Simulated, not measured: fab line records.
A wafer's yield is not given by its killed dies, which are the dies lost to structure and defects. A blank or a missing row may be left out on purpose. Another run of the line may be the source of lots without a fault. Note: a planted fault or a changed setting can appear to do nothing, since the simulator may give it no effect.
Matching of chambers ; flow n5_finfet ; N5_BEOL_M6_ETCH_62 on rie_diel-02: 4 sister chambers
The step etches SOC in N2/H2, target depth 110 nm, overetch 22 nm, time 165 s. 8 wafers are shown with their chamber, then 8 later ones without.

WAFERS WITH THEIR CHAMBER
wafer;chamber;showerhead_plenum_p_Torr (Torr);throttle_valve_pct (%)
L075.2;1;2.55;17.84
L075.4;2;2.40;18.27
L075.6;3;2.65;18.42
L078.2;3;2.65;18.42
L078.6;2;2.40;18.28
L079.2;1;2.54;17.87
L079.5;0;2.43;17.79
L085.2;0;2.42;17.81

WAFERS WITHOUT THEIR CHAMBER
wafer;showerhead_plenum_p_Torr (Torr);throttle_valve_pct (%)
L085.5;2.42;17.80
L085.6;2.64;18.44
L095.2;2.53;17.91
L095.5;2.41;17.84
L095.6;2.63;18.49
L096.1;2.53;17.91
L096.2;2.41;17.84
L096.5;2.53;17.93

CHAMBER TAKEN BY EACH
wafer;from the rows above;in truth
L085.5;0;0
L085.6;3;3
L095.2;1;1
L095.5;0;0
L095.6;3;3
L096.1;1;1
L096.2;0;0
L096.5;1;1
Placed correctly: 8 of 8. Not placeable from these rows: 0. Number placed wrongly: 0.
How it was worked out, from the rows above alone: a wafer's distance from a chamber is the root of the sum, over the readings, of the square of ((its reading less the chamber's mean) divided by the reading's scatter). The wafer belongs to the nearest chamber; if the next one is less than 2 further off, it can't be placed. Each chamber's mean is taken over the wafers shown for it. How the scatter is found: for the shown wafers, subtract from each reading the mean of its chamber, square and add these, divide the total by (wafers less chambers), then take the root.
